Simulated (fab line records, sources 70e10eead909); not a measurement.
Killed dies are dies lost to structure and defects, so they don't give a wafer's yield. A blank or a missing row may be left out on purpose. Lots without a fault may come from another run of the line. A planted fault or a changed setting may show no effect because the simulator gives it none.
Chamber matching | flow nand_harc | NHARC_A_M1_DESCUM_14 on rie_diel-11: 4 sister chambers
The step chemistry O2, time 3 s. 4 wafers are shown with their chamber, then 9 later ones without.

WAFERS WITH THEIR CHAMBER
wafer  | chamber | showerhead_plenum_p_Torr (Torr)
L082.1 | 2       | 2.01
L082.5 | 0       | 1.89
L082.3 | 3       | 1.98
L082.6 | 1       | 1.83

WAFERS WITHOUT THEIR CHAMBER
wafer  | showerhead_plenum_p_Torr (Torr)
L095.2 | 2.01
L095.5 | 1.83
L095.6 | 2.01
L097.1 | 2.01
L097.2 | 1.83
L097.5 | 1.97
L097.3 | 1.89
L097.4 | 1.97
L097.6 | 2.01

WHICH CHAMBER EACH WENT THROUGH
wafer  | from the rows above | in truth
L095.2 | 2                   | 2
L095.5 | 1                   | 1
L095.6 | 2                   | 2
L097.1 | 2                   | 2
L097.2 | 1                   | 1
L097.5 | 3                   | 3
L097.3 | 0                   | 0
L097.4 | 3                   | 3
L097.6 | 2                   | 2
Placed correctly: 9 of 9. Can't be placed from these rows: 0. Placed wrongly: 0.
How it was worked out, from the rows above alone: a wafer's distance from a chamber is the root of the sum, over the readings, of the square of ((its reading less the chamber's mean) divided by the reading's scatter). The wafer belongs to the nearest chamber; if the next one is less than 2 further off, it can't be placed. A chamber's mean is the mean of its shown wafers. The scatter: with one shown wafer a chamber, the root of the mean of the squares of how far each hidden wafer lies from its nearest shown one.
